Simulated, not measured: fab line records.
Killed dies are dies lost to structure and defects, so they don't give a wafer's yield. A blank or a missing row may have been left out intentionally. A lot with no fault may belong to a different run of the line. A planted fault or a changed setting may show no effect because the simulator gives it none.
A sampling plan put to the test | flow nandHarc | one line in one fab, 14 faults in these records, each fault weighed on the records of the lots it struck
Plan = the line's own looks (route steps where a gauge or an inspection reads the wafer without altering it). A look can be judged if struck wafers have a number there and the file gives its usual mean and standard deviation on fault-free wafers. Caught: 4 or more of those standard deviations (sigma) separate the usual mean from the mean of the struck wafers at a look after the fault's first step. On the tool: the fault's steps, tested the same way using the tool's own readings. It also counts as caught if the struck wafers ran another recipe or if their record alone is blank.

THE FAULTS, as the simulator had put them in
1. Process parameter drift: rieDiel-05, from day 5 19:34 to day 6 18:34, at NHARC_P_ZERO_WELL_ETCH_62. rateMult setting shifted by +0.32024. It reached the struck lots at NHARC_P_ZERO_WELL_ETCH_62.
2. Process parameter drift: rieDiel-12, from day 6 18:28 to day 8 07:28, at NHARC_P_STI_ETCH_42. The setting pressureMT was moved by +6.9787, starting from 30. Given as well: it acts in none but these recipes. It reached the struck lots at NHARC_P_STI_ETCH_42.
3. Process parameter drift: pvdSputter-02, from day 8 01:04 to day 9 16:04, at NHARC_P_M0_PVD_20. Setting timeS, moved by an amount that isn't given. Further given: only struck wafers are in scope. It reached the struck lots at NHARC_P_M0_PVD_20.
4. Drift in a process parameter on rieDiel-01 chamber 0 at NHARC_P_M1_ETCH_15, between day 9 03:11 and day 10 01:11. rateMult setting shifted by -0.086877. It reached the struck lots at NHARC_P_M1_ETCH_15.
5. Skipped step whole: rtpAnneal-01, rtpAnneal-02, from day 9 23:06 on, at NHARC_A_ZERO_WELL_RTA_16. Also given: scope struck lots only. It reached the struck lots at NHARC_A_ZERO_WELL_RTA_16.
6. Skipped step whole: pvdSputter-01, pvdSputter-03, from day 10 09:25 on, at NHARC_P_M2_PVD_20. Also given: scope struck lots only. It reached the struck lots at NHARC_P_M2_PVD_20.
7. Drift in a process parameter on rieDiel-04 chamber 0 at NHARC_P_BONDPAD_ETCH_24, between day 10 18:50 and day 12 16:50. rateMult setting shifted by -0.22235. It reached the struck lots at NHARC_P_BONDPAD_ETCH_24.
8. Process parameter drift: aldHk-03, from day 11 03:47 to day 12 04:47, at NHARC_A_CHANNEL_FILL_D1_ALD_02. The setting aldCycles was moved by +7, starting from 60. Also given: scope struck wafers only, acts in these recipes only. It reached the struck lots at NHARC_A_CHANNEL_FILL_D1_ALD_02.
9. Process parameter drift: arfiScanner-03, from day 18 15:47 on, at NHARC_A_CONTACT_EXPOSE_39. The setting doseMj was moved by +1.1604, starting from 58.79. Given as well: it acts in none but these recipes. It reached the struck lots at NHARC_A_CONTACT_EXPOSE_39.
10. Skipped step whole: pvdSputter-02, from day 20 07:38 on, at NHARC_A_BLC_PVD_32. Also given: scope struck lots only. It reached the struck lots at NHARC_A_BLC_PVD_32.
11. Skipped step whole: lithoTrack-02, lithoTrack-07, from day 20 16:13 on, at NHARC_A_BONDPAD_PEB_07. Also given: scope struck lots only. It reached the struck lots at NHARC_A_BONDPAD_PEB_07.
12. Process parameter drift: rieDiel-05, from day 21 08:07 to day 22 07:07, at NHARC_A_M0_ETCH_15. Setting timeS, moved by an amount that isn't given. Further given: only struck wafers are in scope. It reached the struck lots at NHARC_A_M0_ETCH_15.
13. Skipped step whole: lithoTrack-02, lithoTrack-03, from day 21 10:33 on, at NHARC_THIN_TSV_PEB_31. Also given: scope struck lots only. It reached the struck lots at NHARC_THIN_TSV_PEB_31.
14. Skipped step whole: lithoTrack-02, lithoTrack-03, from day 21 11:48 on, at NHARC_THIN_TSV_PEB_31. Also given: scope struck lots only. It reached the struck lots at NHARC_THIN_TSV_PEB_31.

WHAT THE PLAN SAW
fault | on the tool itself                               | first look that catches it                      | reading, sigma    | median hours from its first step to that look | hours from the fault's start to the first struck lot there | judged looks passed uncaught
1     | oesProductAu +10 sigma                           | none of the 2 looks that can be judged after it | -                 | -                                             | -                                                          | 2
2     | chamberPressureMTorr +99 or beyond sigma         | none of the 3 looks that can be judged after it | -                 | -                                             | -                                                          | 3
3     | under 2 sigma                                    | not the one look that can be judged after it    | -                 | -                                             | -                                                          | 1
4     | oesProductAu -4.1 sigma                          | none of the 2 looks that can be judged after it | -                 | -                                             | -                                                          | 2
5     | the tool's record is blank for the struck wafers | no look after it can be judged                  | -                 | -                                             | -                                                          | 0
6     | the tool's record is blank for the struck wafers | no look after it can be judged                  | -                 | -                                             | -                                                          | 0
7     | oesProductAu -17 sigma                           | not the one look that can be judged after it    | -                 | -                                             | -                                                          | 1
8     | under 2 sigma                                    | no look after it can be judged                  | -                 | -                                             | -                                                          | 0
9     | exposureDoseMJCm2 +13 sigma                      | not the one look that can be judged after it    | -                 | -                                             | -                                                          | 1
10    | the tool's record is blank for the struck wafers | NHARC_END_SORT_01                               | killedAtArray +21 | 52.9                                          | 52                                                         | 0
11    | the tool's record is blank for the struck wafers | no look after it can be judged                  | -                 | -                                             | -                                                          | 0
12    | runLengthS -16 sigma                             | no look after it can be judged                  | -                 | -                                             | -                                                          | 0
13    | the tool's record is blank for the struck wafers | no look after it can be judged                  | -                 | -                                             | -                                                          | 0
14    | the tool's record is blank for the struck wafers | no look after it can be judged                  | -                 | -                                             | -                                                          | 0
A dash: this means the fault isn't caught or the number doesn't appear in these records.

Caught at a look: 1 of 14. Caught on the tool: 12 of 14. By one or the other: 12 of 14.
Faults caught by the tool alone: 1, 2, 4, 5, 6, 7, 9, 11, 12, 13, 14.
Caught by neither: faults 3, 8.

THINNER SAMPLING
Were the look that catches a fault to measure just every second or every third lot (counted by lot number), the first struck lot would, at worst, be measured this late:
fault | struck lots at that look, in order of time | every lot | every second lot | every third lot
10    | L981, L983, L984                           | 52 h      | 78 h             | may miss all 3
Hours: fault start to first struck lot measured. The limit of 4 sigma was tested on all struck wafers together, so one lot alone may lie under it. Other struck lots may not be in these records.

THE LONGEST TIMED WAY FROM STEP TO LOOK
In fault 10, a median of 52.9 hours elapses between NHARC_A_BLC_PVD_32 and NHARC_END_SORT_01. No look between them can be judged.
